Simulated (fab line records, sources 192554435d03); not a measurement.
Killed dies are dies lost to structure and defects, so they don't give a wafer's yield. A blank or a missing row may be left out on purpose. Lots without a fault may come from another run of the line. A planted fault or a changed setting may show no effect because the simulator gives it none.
fab line records | flow n5_finfet
record lots=4 wafers=12 last_day=18
route steps=1938 shown BEOL_M7@1263 PASSIVATION@1936
lots that met no fault: from a run of the same line without faults
start_h: hours from the record's first day to the start of the lot's first wafer shown | wait_h: hours since the lot's step before | " the same as in the row above | L1.1+2: a row that stands for several wafers | - no value, or no start given | * or withheld: withheld | < > ~ a bound
route shown NAME@n: a module of which the file shows steps, and the number in the route of the first | usual: mean/standard deviation of fault-free wafers | same: alike in all rows | chamber/n: place in a boat | sites: the reading at each site | _std_site: their standard deviation | _edge_site: outer sites' mean less inner sites' | radius_mm: how far each site lies from the wafer's centre | mask NAME#n: copy n | behind: the tool/chamber that last shaped the wafer | hold: why the lot was held/for how many hours/how that ended | device: the transistor (n, p or np) that didn't switch | end of line: the same wafers' tests at the end of the route | a step without rows: its recipe alone | killed: dies lost to structure and defects at the first sort, not the wafer's yield | map: a wafer's dies, x killed, . not, _ none there
set.NAME: the setting as run; set.NAME@STEP: as run at that earlier step | model.NAME: the simulator's own value behind a step, which no gauge read
lots at some steps of the route; a table a step, a row a wafer
services: from which hour (start_h, from the record's first day; less than 0 if before it) a tool's chamber was out of use, for how many hours, and why
## steps
# step N5_BEOL_M7_ILD_DEP_00
# recipe material=SiCOH_lowk target_thk_a=1797.5 temp_c=300 precursor=DEMS/porogen pressure_torr=5 rf_w=500 time_s=33.4
# step N5_BEOL_M7_CURE_74
# recipe temp_c=385 time_s=240 ambient=He/Ar material=SiCOH_lowk
# step N5_BEOL_M7_PECVD_70
# recipe material=SiO2 target_thk_a=200 temp_c=400 precursor=TEOS/O2 pressure_torr=5.5 rf_w=450 teos_flow_sccm=53.8 gas=O2 flow_sccm=3000 time_s=22.7
# step N5_BEOL_M7_HM_DEP_02
# recipe material=TiN target_thk_a=200 temp_c=25 chamber_pressure_pa=0.49996
# step N5_BEOL_M7_COAT_59
# recipe resist=SOC temp_c=250 time_s=60 spin_rpm=1500 resist_thk_nm=100
# step N5_BEOL_M7_COAT_60
# recipe resist=SiARC temp_c=220 time_s=60 spin_rpm=1500 resist_thk_nm=35
# step N5_BEOL_M7_COAT_05
# recipe resist=CAR-ArF spin_rpm=1500 resist_thk_nm=90
# step N5_BEOL_M7_EBR_07
# recipe solvent=PGMEA ebr_width_mm=1.5
# step N5_BEOL_M7_SOFTBAKE_06
# recipe temp_c=110 time_s=60 resist=CAR-ArF
# step N5_BEOL_M7_EXPOSE_08
# recipe mask_id=M7 na=1.35 source_shape=dipole sigma_inner=0.817 sigma_outer=0.97 polarization=te dose_mj=68.25
# usual exposure_dose_mJ_cm2=68.20/0.066
# columns lot.wafer tool chamber start_h wait_h mask exposure_dose_mJ_cm2
L711.3 arfi_scanner-03 0 224.70 - M7#0 68.12
L711.4 " 0 " " M7#0 68.20
L711.6 " 0 " " M7#0 68.25
L721.2 arfi_scanner-03 0 292.34 - M7#0 72.19
L721.5 " 0 " " M7#0 72.22
L721.6 " 0 " " M7#0 72.22
L725.1 arfi_scanner-03 0 319.15 - M7#0 71.37
L725.3 " 0 " " M7#0 71.45
L725.6 " 0 " " M7#0 71.36
L727.1 arfi_scanner-02 0 334.99 - M7#0 68.20
L727.2 " 0 " " M7#0 68.19
L727.3 " 0 " " M7#0 68.21
# step N5_BEOL_M7_PEB_09
# recipe peb_temp_c=withheld peb_time_s=60 resist=CAR-ArF
# step N5_BEOL_M7_DEVELOP_10
# recipe develop_time_s=30 developer=TMAH resist=CAR-ArF rinse_liquid=diw dry=air_spin dev_temp_c=23
# step N5_BEOL_M7_CD_MEAS_11
# recipe target_cd_nm=38.5 landing_energy_ev=500 detector=se_inlens polarity=opening
# usual cd_nm=38.6/0.56
# same landing_energy_ev=500
# columns lot.wafer tool chamber start_h wait_h cd_nm
L711.3 cd_sem-01 0 224.82 - 38.8
L711.4 " 0 " " 39.7
L711.6 " 0 " " 38.8
L721.2 cd_sem-02 0 292.47 - 42.7
L721.5 " 0 " " 42.8
L721.6 " 0 " " 42.2
L725.1 cd_sem-01 0 319.28 - 40.5
L725.3 " 0 " " 40.9
L725.6 " 0 " " 40.9
L727.1 cd_sem-01 0 335.12 - 38.3
L727.2 " 0 " " 39.0
L727.3 " 0 " " 39.6
# step N5_BEOL_M7_DESCUM_16
# recipe chemistry=O2 time_s=7.9 source_power_w=50 bias_power_w=20 pressure_mtorr=20 rf_frequency_hz=2.712e+07 temp_c=40 resist=CAR-ArF o2_flow_sccm=225
# step N5_BEOL_M7_ETCH_61
# recipe chemistry=CF4 target=SiARC target_depth_a=455 mask_material=CAR-ArF time_s=75.8 ion_energy_ev=80 pressure_mtorr=40 source_w=545 bias_w=36 Ar_flow_sccm=100 cf4_flow_sccm=100 ends=cleared
# usual drypump_motor_current_A=5.7/0.37 etch_rf_on_time_s=75.7/1.5 oes_product_au=0.67/0.066 rf_vpp_V=184.2/1.2 showerhead_plenum_p_Torr=2.15/0.077 throttle_valve_pct=15.55/0.25
# columns lot.wafer tool chamber start_h wait_h drypump_motor_current_A etch_rf_on_time_s oes_product_au rf_hours_counter_h rf_vpp_V showerhead_plenum_p_Torr throttle_valve_pct model.BEOL_M7.cd_offset_nm
L711.3 rie_diel-01 0 224.94 0.0 5.2 77.3 0.60 187 184.5 2.21 15.70 0.4
L711.4 " 1 " " 5.8 73.6 0.62 207 182.6 2.13 15.56 0.8
L711.6 " 1 " " 5.8 74.2 0.61 - 184.3 2.13 15.57 0.6
L721.2 rie_diel-03 1 292.71 0.0 6.0 78.6 0.65 117 186.4 2.24 15.27 3.8
L721.5 " 1 " " 6.0 78.6 0.65 - 185.2 2.24 15.27 3.8
L721.6 " 2 " " 5.2 75.7 0.62 - 182.5 2.04 15.34 4
L725.1 rie_diel-01 3 319.40 0.0 6.2 76.9 0.71 90 184.3 2.09 15.47 2.2
L725.3 " 1 " " 5.9 73.5 0.60 234 185.0 2.12 15.62 2.6
L725.6 " 3 " " 6.3 77.0 0.71 - 183.8 2.09 15.46 2.4
L727.1 rie_diel-01 3 335.49 0.0 6.2 77.4 0.70 94 183.3 2.08 15.47 0.2
L727.2 " 1 " " 5.8 73.8 0.59 239 183.4 2.12 15.64 0.8
L727.3 " 2 " " 6.1 71.5 0.83 7 187.1 2.28 15.36 1.2
# step N5_BEOL_M7_ETCH_62
# recipe chemistry=N2/H2 target=SOC target_depth_a=1100 overetch_a=220 mask_material=SiARC temp_c=40 time_s=165 ion_energy_ev=200 pressure_mtorr=30 source_w=840 bias_w=150 n2_flow_sccm=200 h2_flow_sccm=200
# step N5_BEOL_M7_STRIP_68
# recipe chemistry=N2/H2 temp_c=40 n2_flow_sccm=200 h2_flow_sccm=200 rf_frequency_hz=6e+07
# step N5_BEOL_M7_STRIP_67
# recipe chemistry=CF4 resist=SiARC power_w=300 bias_power_w=75 pressure_mtorr=50 cf4_flow_sccm=150 rf_frequency_hz=6e+07
# step N5_BEOL_M7_HM_OPEN_17
# recipe chemistry=Cl2/BCl3 target_depth_a=200 overetch_a=60 target=TiN mask_material=SOC ion_energy_ev=150 pressure_mtorr=10 icp_w=1000 bias_w=126 Cl2_flow_sccm=53.25 bcl3_flow_sccm=21.75 Ar_flow_sccm=25
# usual drypump_motor_current_A=5.8/0.39 oes_product_au=0.67/0.1 throttle_valve_pct=22.30/0.24
# columns lot.wafer tool chamber start_h wait_h drypump_motor_current_A oes_product_au rf_hours_counter_h throttle_valve_pct model.BEOL_M7.cd_offset_nm
L711.3 rie_metal-03 1 225.21 0.1 6.0 0.53 - 22.18 0.4
L711.4 " 0 " " 6.0 0.70 - 22.51 0.6
L711.6 " 0 " " 6.0 0.70 - 22.50 0.4
L721.2 rie_metal-02 0 292.95 0.0 6.1 0.74 20 22.04 3.6
L721.5 " 0 " " 6.1 0.74 - 22.05 3.6
L721.6 " 1 " " 5.5 0.58 - 22.47 3.8
L725.1 rie_metal-02 0 319.64 0.0 6.1 0.73 23 22.05 1.6
L725.3 " 1 " " 5.5 0.57 - 22.50 2.4
L725.6 " 1 " " 5.5 0.57 - 22.51 1.8
L727.1 rie_metal-02 1 335.73 0.0 5.5 0.57 101 22.52 -0.2
L727.2 " 0 " " 6.1 0.73 24 22.04 0.8
L727.3 " 1 " " 5.5 0.58 - 22.52 1.2
# step N5_BEOL_M7_STRIP_19
# recipe chemistry=O2 power_w=400 temp_c=40 pressure_mtorr=30 rf_frequency_hz=6e+07 bias_power_w=0 overash_fraction=0.2 o2_flow_sccm=225
# step N5_BEOL_M7_CD_MEAS_18
# recipe pitch_nm=80 target_cd_nm=40
# usual cd_nm=40.1/0.65
# columns lot.wafer tool chamber start_h wait_h cd_nm
L711.3 cd_sem-03 - 225.46 0.1 40.3
L711.4 " - " " 40.7
L711.6 " - " " 40.5
L721.2 cd_sem-01 - 293.16 0.1 44.1
L721.5 " - " " 43.4
L721.6 " - " " 43.7
L725.1 cd_sem-02 - 319.82 0.0 41.7
L725.3 " - " " 42.3
L725.6 " - " " 41.9
L727.1 cd_sem-03 - 335.97 0.0 39.7
L727.2 " - " " 40.8
L727.3 " - " " 41.0
# step N5_BEOL_M7_COAT_63
# recipe resist=SOC temp_c=250 time_s=60 spin_rpm=1500 resist_thk_nm=60
# step N5_PASSIVATION_PROBE_49
# usual defect_limited_yield=91.7/1.5 killed_at_M0_to_M3=32/9.6 killed_at_M4_up=13/5.3 killed_at_contacts=12/6.8 killed_at_front_end=36/9.8 killed_at_other=4/3.1 killed_dies=98/17 killed_open=65/13 killed_short=32/8.5 sort_bin_5_function=4.9/0.93 sort_bin_6_memory=3.2/0.67 sort_n_pass=1082/17 sort_yield_pct=91.7/1.4
# same gross_dies=1180 killed_at_back_side=0 sort_bin_4_leakage[%]=0 sort_bin_8_speed[%]=0
# columns lot.wafer tool chamber start_h wait_h defect_limited_yield[%] killed_at_M0_to_M3 killed_at_M4_up killed_at_contacts killed_at_front_end killed_at_other killed_dies killed_open killed_short sort_bin_5_function[%] sort_bin_6_memory[%] sort_n_pass sort_yield_pct[%]
L721.2 prober-01 - 374.49 0.1 91.1 33 21 9 42 0 105 64 36 4.8 3.3 1075 91.1
L721.5 prober-01 - 374.64 0.2 89.2 61 12 10 42 2 127 71 47 5.6 4.3 1053 89.2
L725.3 prober-01 - 398.51 0.1 93.6 23 17 8 25 2 75 52 22 3.6 2.4 1105 93.6
# killed by level:class
L721.2 BEOL_M4:geometric_particle:open=9 MOL_CONTACT_COAG:geometric_particle:open=8 STI_FIN_REVEAL:geometric_particle:open=7 BEOL_M0_SAQP:geometric_particle:short=7 BEOL_M3:geometric_particle:open=7 BEOL_M1:geometric_particle:open=6 ILD0:geometric_particle:open=5 BEOL_M0_SAQP:geometric_particle:open=5
L721.5 BEOL_M0_SAQP:geometric_particle:open=20 BEOL_M0_SAQP:geometric_particle:short=17 BEOL_M2:geometric_particle:open=8 FIN_SAQP:geometric_particle:short=6 STI_FIN_REVEAL:geometric_particle:open=6 GATE_CUT:geometric_particle:short=5 BEOL_M1:geometric_particle:open=5 GATE_CUT:geometric_particle:open=4
L725.3 BEOL_M4:geometric_particle:open=8 MOL_CONTACT_COAG:geometric_particle:open=6 BEOL_M1:geometric_particle:open=6 BEOL_M3:geometric_particle:open=6 BEOL_M0_SAQP:geometric_particle:open=5 FIN_SAQP:geometric_particle:open=4 FIN_SAQP:geometric_particle:short=3 GATE_CUT:geometric_particle:short=3
## services
# columns tool chamber start_h hours kind
arfi_scanner-03 - 212.76 2.1 repair
arfi_scanner-03 - 217.20 1.0 pm
rie_diel-03 3 218.34 1.6 repair
rie_diel-03 - 218.39 7.2 repair
arfi_scanner-02 - 218.71 1.3 pm
rie_diel-03 3 231.56 - clean
arfi_scanner-03 - 232.81 14.9 repair
rie_metal-03 - 245.41 2.8 pm
arfi_scanner-03 - 252.73 0.8 repair
arfi_scanner-02 - 257.86 16.0 pm
rie_diel-01 1 271.31 18.5 repair
rie_diel-01 2 282.41 8.8 repair
arfi_scanner-02 - 282.45 1.7 repair
rie_diel-01 2 291.30 - clean
rie_diel-01 2 291.30 - consumable_replace:focus_ring
rie_diel-01 2 291.30 - consumable_replace:showerhead
rie_diel-01 2 291.30 21.6 scheduled_down
rie_diel-01 2 291.30 21.6 vent_cycle
arfi_scanner-03 0 291.80 - calibration
arfi_scanner-02 - 300.34 1.0 pm
rie_metal-03 1 308.49 1.2 repair
arfi_scanner-03 - 309.21 8.3 repair
arfi_scanner-02 - 315.87 0.8 pm
arfi_scanner-02 - 323.05 1.2 repair
## key
first_sign step=N5_BEOL_M7_EXPOSE_08 reading=exposure_dose_mJ_cm2 direction=up sigmas=54 usual=68.20 struck=71.80
effect step=N5_BEOL_M7_CD_MEAS_11 reading=cd_nm direction=up sigmas=5.4 usual=38.6 struck=41.7 through=control_loop
effect step=N5_BEOL_M7_CD_MEAS_18 reading=cd_nm direction=up sigmas=4.2 usual=40.1 struck=42.9 through=control_loop
model_effect step=N5_BEOL_M7_ETCH_61 value=BEOL_M7.cd_offset_nm without=0.5333 struck=3.133
model_effect step=N5_BEOL_M7_HM_OPEN_17 value=BEOL_M7.cd_offset_nm without=0.2333 struck=2.8
met_at N5_BEOL_M7_EXPOSE_08
struck_wafers L721.2,L721.5,L721.6,L725.1,L725.3,L725.6
loop_trim step=N5_BEOL_M7_EXPOSE_08 setting=dose lots=L725
onset_between 224.70 292.34
fault kind=process_parameter_drift tool=arfi_scanner-03 chamber=- onset_h=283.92 steps=N5_BEOL_M7_EXPOSE_08 channel=dose_mj offset=4.0291 shape=step acts_in=these_recipes_only stated=68.25
# loop_trim: a control loop set the setting to another value than it would have without faults
